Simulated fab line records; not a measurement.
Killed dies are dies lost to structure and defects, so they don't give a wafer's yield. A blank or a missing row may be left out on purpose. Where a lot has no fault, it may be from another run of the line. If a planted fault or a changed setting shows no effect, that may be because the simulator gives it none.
Comparing a struck lot with a sound one || flow n5_finfet || 16 out of 1938 route steps
Sound: these wafers, L115.1, L115.3, L115.4. Wafers L125.1, L125.3, L125.4 were the ones struck. At the end, the cause is stated.
Per side, at each step with rows, come the tool, then ch with its chambers, and then its first start. Under that, the readings that differ: sound wafers || struck wafers || difference of the means || sigmas: that difference in standard deviations of wafers without a fault.
alike: a reading whose means differ by less than 2 such deviations, as well as words and numbers matching on both sides. not compared: withheld readings; readings where some wafer has no value; bounds like >300 that might hide an equal value; numbers whose values overlap and for which the record gives no deviation.
Wherever a step has rows on one side only, a row that says differs or no value, or a row with sigmas, the two part there. When numbers do not overlap yet have no deviation, they are printed without sigmas and do not part them. A reading that every wafer of one side lacks parts them only if that side has two wafers or more.

first, 4 steps without rows for these wafers: N5_BEOL_M6_SOFTBAKE_06 (time 60 s); N5_BEOL_M6_EXPOSE_08 (exposes mask M6); N5_BEOL_M6_PEB_09 (peb time 60 s); N5_BEOL_M6_DEVELOP_10 (develop time 30 s).
N5_BEOL_M6_CD_MEAS_11: the cd target is 38.5 nm.
  sound on cd_sem-01 ch 0, day 12 04:32; struck on cd_sem-01 ch 0, day 14 22:05
  alike: cd_nm
N5_BEOL_M6_OVL_MEAS_12:
  sound on overlay-02 ch 0, day 12 04:34; struck on overlay-01 ch 0, day 14 22:07
  alike: M6_OVL
N5_BEOL_M6_INSPECT_13: inspects for defects (brightfield).
  sound on defect_inspect-02 at day 12 04:35; struck on defect_inspect-02 at day 14 22:08
  alike: raw_defect_count
N5_BEOL_M6_DESCUM_16: chemistry O2, time 7.9 s.
  sound on rie_diel-02 ch 1,2,3, day 12 04:43; struck on rie_diel-02 ch 0,2,3, day 14 22:11
  alike: chamber_pressure_mTorr, drypump_motor_current_A, oes_product_au, rf_vpp_V, showerhead_plenum_p_Torr, temp_c, throttle_valve_pct
  not compared: rf_hours_counter_h
N5_BEOL_M6_ETCH_61: etches SiARC in CF4, target depth 45.5 nm, time 75.8 s.
  sound on rie_diel-02 ch 1,2,3, day 12 04:44; struck on rie_diel-02 ch 0,2,3, day 14 22:13
  alike: bias_w, chamber_pressure_mTorr, drypump_motor_current_A, etch_rf_on_time_s, oes_product_au, rf_vpp_V, showerhead_plenum_p_Torr, throttle_valve_pct
  not compared: rf_hours_counter_h
N5_BEOL_M6_ETCH_62: etches SOC in N2/H2, target depth 110 nm, overetch 22 nm, time 165 s.
  sound on rie_diel-02 ch 1,2,3, day 12 04:48; struck on rie_diel-02 ch 0,2,3, day 14 22:16
  alike: bias_w, chamber_pressure_mTorr, drypump_motor_current_A, oes_product_au, rf_vpp_V, showerhead_plenum_p_Torr, temp_c, throttle_valve_pct
  not compared: rf_hours_counter_h
then, 1 step without rows for these wafers: N5_BEOL_M6_STRIP_68 (strips in N2/H2).
N5_BEOL_M6_STRIP_67: strips in CF4.
  sound on rie_diel-02 ch 1,2,3, day 12 04:56; struck on rie_diel-02 ch 0,2,3, day 14 22:25
{"reading": "chamber_pressure_mTorr (mTorr)", "sound": "49.98 50.03 50.04", "struck": "49.96 50.48 50.06", "difference": "+0.15", "sigmas": "+2"}
  alike: drypump_motor_current_A, oes_product_au, rf_vpp_V, showerhead_plenum_p_Torr, throttle_valve_pct
  not compared: rf_hours_counter_h
N5_BEOL_M6_HM_OPEN_17: chemistry Cl2/BCl3, target TiN, target depth 20 nm, overetch 6 nm.
  sound on rie_metal-02 ch 1, day 12 04:59; struck on rie_metal-02 ch 0,1, day 14 22:28
  no value came back on the struck wafers for any of 6 readings (bcl3_flow_sccm (sccm), bias_w (W) and others); on the sound wafers bcl3_flow_sccm (sccm) reads 21.73 21.74 21.67
{"reading": "model.SOC_of_BEOL_M6_COAT_59.thk_nm (nm)", "sound": "92.4 92 91.8", "struck": "100.6 100.6 100.4", "difference": "+8.5", "sigmas": ""}
  not compared: rf_hours_counter_h
N5_BEOL_M6_STRIP_19: strips in O2.
  sound on rie_diel-02 ch 0,2,3, day 12 05:18; struck on rie_diel-01 ch 0,1,3, day 14 22:34
  alike: chamber_pressure_mTorr, drypump_motor_current_A, oes_product_au, rf_vpp_V, showerhead_plenum_p_Torr, temp_c, throttle_valve_pct
  not compared: rf_hours_counter_h
N5_BEOL_M6_CD_MEAS_18: pitch 80 nm, target cd 40 nm.
  sound on cd_sem-01 at day 12 05:22; struck on cd_sem-01 at day 14 22:38
{"reading": "cd_nm (nm)", "sound": "40.0 40.7 40.3", "struck": "- - -", "difference": "no value on the struck wafers", "sigmas": ""}
then, 1 step without rows for these wafers: N5_BEOL_M6_COAT_63 (time 60 s, resist thk 60 nm).

## WHERE THEY PART
At N5_BEOL_M6_STRIP_67 first; at N5_BEOL_M6_CD_MEAS_18 last (within this record only).

WHY: what had been put in by the simulator
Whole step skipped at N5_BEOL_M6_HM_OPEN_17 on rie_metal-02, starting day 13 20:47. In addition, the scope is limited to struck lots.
